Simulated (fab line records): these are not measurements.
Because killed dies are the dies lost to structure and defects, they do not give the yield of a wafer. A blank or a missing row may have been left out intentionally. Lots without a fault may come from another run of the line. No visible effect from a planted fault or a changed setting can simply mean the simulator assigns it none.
Lot-split experiment -- flow n5 finfet -- 21 wafers read across 7 lots, on a route 1938 steps long

== THE SPLIT ==
At N5_BEOL_M4_ILD_DEP_00 (deposits SiOC from DEMS/O2, target thk 79 nm, time 15.3 s), the setting time s was moved away from the recipe's 15.3 s on 8 of the 21 wafers read, by +5.7% to +13.1%. The other wafers ran this setting at the recipe's value.

The file shows no step between the split and the reading.

== THE READING ==
M4_ILD_THK, in nm, at N5_BEOL_M4_THK_MEAS_01. On this fab line, fault-free wafers typically give 78.9 nm with a standard deviation of 1.1 nm.

wafer,"tool, chamber at the split","time s as run, s",against the recipe,"M4_ILD_THK, nm",against lot-mates on the recipe
L075.1,"pecvd-02, 1",15.3,recipe,78.0,-
L075.3,"pecvd-02, 2",16.47,+7.6%,82.2,+4.5
L075.4,"pecvd-02, 2",15.3,recipe,77.3,-
L081.1,"pecvd-01, 0",15.3,recipe,77.9,-
L081.2,"pecvd-01, 2",15.3,recipe,77.1,-
L081.6,"pecvd-01, 2",15.3,recipe,78.3,-
L086.3,"pecvd-01, 1",15.3,recipe,78.3,-
L086.5,"pecvd-01, 1,0",16.17,+5.7%,85.2,+6.9
L086.6,"pecvd-01, 1,0",16.17,+5.7%,85.1,+6.8
L090.1,"pecvd-03, 0",15.3,recipe,76.7,-
L090.3,"pecvd-03, 2",15.3,recipe,77.3,-
L090.6,"pecvd-03, 0",15.3,recipe,77.0,-
L094.1,"pecvd-01, 1",17.31,+13.1%,88.7,+10.4
L094.3,"pecvd-01, 2",15.3,recipe,78.3,-
L094.5,"pecvd-01, 2",17.31,+13.1%,90.5,+12.2
L095.1,"pecvd-01, 1",15.3,recipe,80.0,-
L095.2,"pecvd-01, 2",15.3,recipe,78.5,-
L095.4,"pecvd-01, 0",15.3,recipe,80.6,-
L097.3,"pecvd-03, 1",16.88,+10.3%,85.7,no lot-mate on the recipe
L097.4,"pecvd-03, 2",16.88,+10.3%,87.1,no lot-mate on the recipe
L097.6,"pecvd-03, 0",16.88,+10.3%,86.0,no lot-mate on the recipe
Where a row lists several chambers, the file gives one row for several wafers and doesn't say which wafer went through which chamber.

FIT RESULTS
A straight line over all 21 wafers: M4_ILD_THK changes by +0.837 nm for each +1% of time s; r = +0.95; the points scatter about the line by 1.4 nm.
The same after taking each lot's own level away (the mean of its wafers on the recipe; 18 wafers): +0.866 nm for each +1%; r = +0.97; scatter 1 nm.
On that fit, the largest move of time s shifts the reading by 11 nm.
Across the lots, their own levels run from 77.00 to 79.70 nm, a range of 2.5 times the standard deviation given above.
Consequently the slope shifts little with the lot-to-lot level, the two slopes agreeing.
Check: for one of the wafers moved furthest among these (+13.1%), held out of the fit, the line's prediction against its lot-mates is +12.1 nm. It came out at +10.4 nm against them.

== THESE WAFERS: OTHER SPLITS ==
Other splits were also applied to these wafers ahead of the reading. Each is held against what the fit with the lots' levels taken away leaves over:
other split on the same wafers,wafers away from the commonest value,r with M4_ILD_THK (lot level and that fit taken away)
N5_BEOL_M3_COAT_62 spin rpm,10,-0.04
N5_BEOL_M3_ETCH_41 target depth a,13,-0.38

== THE WHOLE CHAIN: every reading that the file lists as answering this split, in the file's order ==
step,what it does,reading,change (the file's fit),r (the file's)
N5_BEOL_M4_ILD_DEP_00,"deposits SiOC from DEMS/O2, target thk 79 nm, time 15.3 s","SiOC_of_BEOL_M4_ILD_DEP_00.thk nm (the simulator's own value, which no gauge read)",+0.839 nm for each +1% of the setting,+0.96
N5_BEOL_M4_THK_MEAS_01,,M4_ILD_THK,+0.844 for each +1% of the setting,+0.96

== FILE'S OWN FIT ==
M4_ILD_THK changes by +0.844 nm for each +1% of time s, r = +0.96.
